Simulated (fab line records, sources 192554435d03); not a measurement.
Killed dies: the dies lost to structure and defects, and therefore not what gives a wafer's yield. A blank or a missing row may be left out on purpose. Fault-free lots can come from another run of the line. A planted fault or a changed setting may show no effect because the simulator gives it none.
Which tool was responsible?    flow n5-finfet    10 lots, 30 wafers sampled, at 5 steps of a route of 1938

## WHAT EACH GAUGE READ, for each wafer
The record holds no reading of a measuring or inspecting step that can be judged against a usual standard deviation.

## TOOL THAT RAN EACH LOT (tool first, then ch and the chambers of the sampled wafers, then the start)
lot   N5_BEOL_M1_SPUTTER_92         N5_PASSIVATION_PECVD_00          N5_MIM_TOP_ETCH_STRIP_01            N5_PASSIVATION_DESCUM_32            N5_PASSIVATION_PROBE_49
L300  pvd-sputter-02, day 6 11:47   pecvd-01 ch 1,2, day 13 11:50    rie-diel-03 ch 0,1,3, day 13 16:19  rie-diel-04 ch 0,1,2, day 13 22:31  -
L302  pvd-sputter-03, day 7 00:13   pecvd-04 ch 0,1, day 14 14:03    rie-diel-05 ch 1,2,3, day 14 16:07  rie-diel-01 ch 0,1,3, day 15 00:19  -
L304  pvd-sputter-03, day 7 07:34   pecvd-03 ch 0,2, day 14 20:22    rie-diel-05 ch 1,3, day 15 01:30    rie-diel-04 ch 1,2,3, day 15 07:26  -
L306  pvd-sputter-03, day 8 18:38   pecvd-03 ch 0,1, day 15 17:04    rie-diel-02 ch 0,2,3, day 15 19:22  rie-diel-04 ch 0,1,3, day 15 23:11  prober-02, day 16 04:52
L315  pvd-sputter-03, day 12 14:09  pecvd-01 ch 0,2, day 17 17:46    rie-diel-05 ch 0,1,2, day 17 22:52  rie-diel-01 ch 1,3, day 18 03:53    -
L318  pvd-sputter-03, day 12 17:50  pecvd-03 ch 0,1,2, day 18 13:57  rie-diel-02 ch 1,2, day 18 16:55    rie-diel-04 ch 1,2,3, day 18 22:34  -
L316  pvd-sputter-01, day 12 18:02  pecvd-04 ch 0,1,2, day 18 14:41  rie-diel-05 ch 1,3, day 18 19:38    rie-diel-01 ch 0,3, day 19 01:06    -
L317  pvd-sputter-02, day 12 18:43  pecvd-04 ch 0,1,2, day 18 14:53  rie-diel-02 ch 1,2, day 18 19:38    rie-diel-01 ch 0,1,3, day 19 01:28  -
L319  pvd-sputter-03, day 12 21:31  pecvd-01 ch 1,2, day 18 13:45    rie-diel-05 ch 1,2,3, day 18 16:46  rie-diel-01 ch 0,1, day 18 22:11    -
L321  pvd-sputter-02, day 14 01:01  pecvd-01 ch 0,1,2, day 19 14:15  rie-diel-03 ch 0,1,3, day 19 19:22  rie-diel-01 ch 0,1,3, day 20 00:33  -
- N5_BEOL_M1_SPUTTER_92: material Cu, target thk 4.5 nm, time 8.29 s.
- N5_PASSIVATION_PECVD_00: deposits SiO2 from SiH4/N2O, target thk 200 nm, time 11.2 s.
- N5_MIM_TOP_ETCH_STRIP_01: strips in O2.
- N5_PASSIVATION_DESCUM_32: chemistry O2, time 7.9 s.
- N5_PASSIVATION_PROBE_49

## WHAT THE TOOLS THEMSELVES READ (means of the sampled wafers that have a number; where no wafer has one, the mark that the record gives instead)
N5_BEOL_M1_SPUTTER_92.
lot   tool            substrate-temp-c (C)  throttle-valve-pct (%)
L300  pvd-sputter-02  -20.07                29.0
L302  pvd-sputter-03  -20.02                29.1
L304  pvd-sputter-03  -19.98                28.3
L306  pvd-sputter-03  -20.02                29.1
L315  pvd-sputter-03  -19.97                28.5
L318  pvd-sputter-03  -19.96                29.6
L316  pvd-sputter-01  -20.03                28.8
L317  pvd-sputter-02  -20.06                30.1
L319  pvd-sputter-03  -19.99                29.8
L321  pvd-sputter-02  -20.07                29.6

N5_PASSIVATION_PECVD_00.
lot   tool      heater-power-w (W)  showerhead-plenum-p-Torr (Torr)  throttle-valve-pct (%)
L300  pecvd-01  663                 8.01                             51.5
L302  pecvd-04  597                 8.41                             54.0
L304  pecvd-03  685                 8.16                             51.2
L306  pecvd-03  754                 8.08                             53.1
L315  pecvd-01  677                 8.07                             53.8
L318  pecvd-03  740                 8.07                             51.3
L316  pecvd-04  678                 8.31                             53.3
L317  pecvd-04  610                 8.34                             53.3
L319  pecvd-01  664                 7.96                             48.1
L321  pecvd-01  709                 8.03                             51.1

N5_MIM_TOP_ETCH_STRIP_01.
lot   tool         drypump-motor-current-A (A)  oes-product-au (a.u.)  rf-vpp-V (V)  showerhead-plenum-p-Torr (Torr)  throttle-valve-pct (%)
L300  rie-diel-03  5.7                          0.72                   3.2           2.14                             16.88
L302  rie-diel-05  6.0                          0.81                   4.3           2.08                             16.70
L304  rie-diel-05  6.0                          0.75                   5.3           2.09                             16.82
L306  rie-diel-02  5.6                          0.80                   3.5           2.05                             16.72
L315  rie-diel-05  5.8                          0.86                   4.1           2.07                             16.50
L318  rie-diel-02  5.8                          0.74                   3.0           2.00                             16.97
L316  rie-diel-05  6.0                          0.73                   3.7           2.08                             16.91
L317  rie-diel-02  5.9                          0.75                   3.1           2.01                             16.89
L319  rie-diel-05  6.0                          0.78                   4.7           2.07                             16.78
L321  rie-diel-03  5.7                          0.70                   4.2           2.13                             16.94

N5_PASSIVATION_DESCUM_32.
lot   tool         drypump-motor-current-A (A)  oes-product-au (a.u.)  rf-vpp-V (V)  showerhead-plenum-p-Torr (Torr)  throttle-valve-pct (%)
L300  rie-diel-04  5.7                          0.76                   244.7         2.15                             20.52
L302  rie-diel-01  5.7                          0.76                   243.2         2.12                             20.54
L304  rie-diel-04  5.7                          0.80                   244.5         2.13                             20.39
L306  rie-diel-04  6.1                          0.76                   244.3         2.15                             20.30
L315  rie-diel-01  5.7                          0.74                   243.1         2.08                             20.55
L318  rie-diel-04  5.7                          0.85                   244.0         2.12                             20.29
L316  rie-diel-01  5.7                          0.72                   243.6         2.11                             20.64
L317  rie-diel-01  5.7                          0.73                   244.7         2.11                             20.61
L319  rie-diel-01  5.8                          0.76                   243.1         2.12                             20.54
L321  rie-diel-01  5.7                          0.73                   243.7         2.11                             20.62

N5_PASSIVATION_PROBE_49.
lot   tool       defect-limited-yield (%)  killed_at_M0_to_M3  killed_at_M4_up  killed-at-contacts  killed-at-front-end  killed-at-other  killed-dies  killed-open  killed-short  sort_bin_5_function (%)  sort_bin_6_memory (%)  sort-n-pass  sort-yield-pct (%)
L306  prober-02  86.0                      84                  23               12                  44                   1                165          79           42            8.8                      4.2                    1015         86.0

## THE ANSWER, worked out from the rows above alone
Rule: the usual values come from the lots themselves. The widest of any qualifying gaps counts: lots, ordered by their means at a reading, are off when they make up no more than a third of the lots, leave a main group of 4 or more, and stand apart from it by 3 or more times the standard deviation of that group's means. A main group is skipped when, at the precision printed for the reading in the tables above, its means are all equal. Also off: a lot with no number at a reading for which 4 or more lots have one. All remaining lots with rows at the step are treated as sound. After the gauges, taken in route order, come the tools' own readings; for these a lot's mean is taken, as printed above. At the first step where some lot is off, the reading lying furthest off is the one used; lots without a number count as furthest.
Off: L306 (N5_PASSIVATION_DESCUM_32, drypump-motor-current-A). The main group has a mean of 5.7 A with a standard deviation of 0.031.
A tool fits if, at that step or a process step before it, it ran every lot that is off, and no sound lot after the first of them. Not one of the candidates tried fits.

## WHAT HAD BEEN PUT IN BY THE SIMULATOR
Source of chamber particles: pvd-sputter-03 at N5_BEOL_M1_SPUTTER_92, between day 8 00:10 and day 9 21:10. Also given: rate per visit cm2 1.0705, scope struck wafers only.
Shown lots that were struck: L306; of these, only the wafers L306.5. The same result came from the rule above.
